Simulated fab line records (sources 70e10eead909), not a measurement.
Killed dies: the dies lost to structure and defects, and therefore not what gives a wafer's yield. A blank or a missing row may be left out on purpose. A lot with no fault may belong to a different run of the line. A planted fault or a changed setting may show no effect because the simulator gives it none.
A lot that was struck, set against a sound lot / flow nand_harc / 14 out of 1302 route steps
Sound: the wafers L298.1, L298.3, L298.4. Struck: wafers L288.2, L288.3, L288.5. The cause is given at the end.
Per side, at each step with rows, come the tool, then ch with its chambers, and then its first start. Under that, the readings that differ: sound wafers / struck wafers / difference of the means / sigmas: that difference in standard deviations of wafers without a fault.
alike: readings whose means differ by less than 2 such deviations, and words and numbers that are the same on both sides. not compared: withheld readings, readings that some wafer has no value for, bounds like >300 that may hide the same value, and numbers for which the record gives no deviation and whose values overlap.
A row with sigmas, a row that says differs or no value, or rows on one side alone: a step with any of these is where the two part. Numbers that don't overlap but have no deviation are shown without sigmas and don't part them. A reading that every wafer of one side lacks parts them only if that side has two wafers or more.

first, 2 steps without rows for these wafers: NHARC_A_CONTACT_ETCH_49 (etches the open film in N2/H2, target depth 260 nm, time 475.3 s); NHARC_A_CONTACT_ETCH_50 (etches the open film in CF4/CHF3, target depth 121 nm, time 60.5 s).
NHARC_A_CONTACT_ETCH_51: etches the open film in O2/COS, target depth 7000 nm, time 1820 s.
  sound: rie_diel-01 ch 0,1,3; struck: rie_diel-05 ch 0,2
  alike: bias_w, chamber_pressure_mTorr, drypump_motor_current_A, oes_product_au, rf_fwd_power_W, rf_vpp_V, showerhead_plenum_p_Torr, throttle_valve_pct
  not compared: rf_hours_counter_h
then, 1 step without rows for these wafers: NHARC_A_CONTACT_ETCH_111 (etches the open film in C4F8/O2/Ar, time 140 s, target depth 700 nm).
NHARC_A_CONTACT_ETCH_112: etches the open film in C4F8/O2/Ar, time 190 s, target depth 1850 nm.
  sound on har_cap_etch-03 ch 0,1, day 30 09:14; struck on har_cap_etch-03 ch 0,1, day 27 04:44
  alike: chamber_pressure_mTorr, oes_air_line_au
  not compared: rf_hours_counter_h
NHARC_A_CONTACT_ETCH_113: etches the open film in C4F8/O2/Ar, time 190 s, target depth 1850 nm.
  sound on har_cap_etch-03 ch 0,1, day 30 09:25; struck on har_cap_etch-03 ch 0,1, day 27 04:55
  alike: chamber_pressure_mTorr, oes_air_line_au
  not compared: rf_hours_counter_h
NHARC_A_CONTACT_ETCH_114: etches the open film in C4F8/O2/Ar, time 190 s, target depth 1850 nm.
  sound on har_cap_etch-03 ch 0,1, day 30 09:35; struck on har_cap_etch-03 ch 0,1, day 27 05:05
  alike: chamber_pressure_mTorr, oes_air_line_au
  not compared: rf_hours_counter_h
NHARC_A_CONTACT_ETCH_115: etches the open film in C4F8/O2/Ar, time 190 s, target depth 1850 nm.
  sound on har_cap_etch-03 ch 0,1, day 30 09:45; struck on har_cap_etch-03 ch 0,1, day 27 05:15
  alike: chamber_pressure_mTorr, oes_air_line_au
  not compared: rf_hours_counter_h
then, 4 steps without rows for these wafers: NHARC_A_CONTACT_ETCH_116 (etches the open film in C4F8/O2/Ar, time 190 s, target depth 1850 nm); NHARC_A_CONTACT_ETCH_117 (etches the open film in C4F8/O2/Ar, time 190 s, target depth 1850 nm); NHARC_A_CONTACT_ETCH_118 (etches the open film in C4F8/O2/Ar, time 190 s, target depth 1850 nm); NHARC_A_CONTACT_ETCH_119 (etches the open film in C4F8/O2/Ar, time 190 s, target depth 1850 nm).
NHARC_A_CONTACT_ETCH_120: etches the open film in C4F8/O2/Ar, time 190 s, target depth 1850 nm.
  sound on har_cap_etch-03 ch 0,1, day 30 10:36; struck on har_cap_etch-03 ch 0,1, day 27 06:07
  no value came back on the struck wafers for chamber_pressure_mTorr (mTorr), oes_air_line_au (a.u.); on the sound wafers chamber_pressure_mTorr (mTorr) reads 19.999 20.016 19.996
  not compared: rf_hours_counter_h
then, 1 step without rows for these wafers: NHARC_A_CONTACT_ETCH_121 (etches the open film in C4F8/O2/Ar, time 190 s, target depth 1850 nm).

## WHERE THEY PART
Only at NHARC_A_CONTACT_ETCH_120, within this record.

WHY: the cause the simulator had injected
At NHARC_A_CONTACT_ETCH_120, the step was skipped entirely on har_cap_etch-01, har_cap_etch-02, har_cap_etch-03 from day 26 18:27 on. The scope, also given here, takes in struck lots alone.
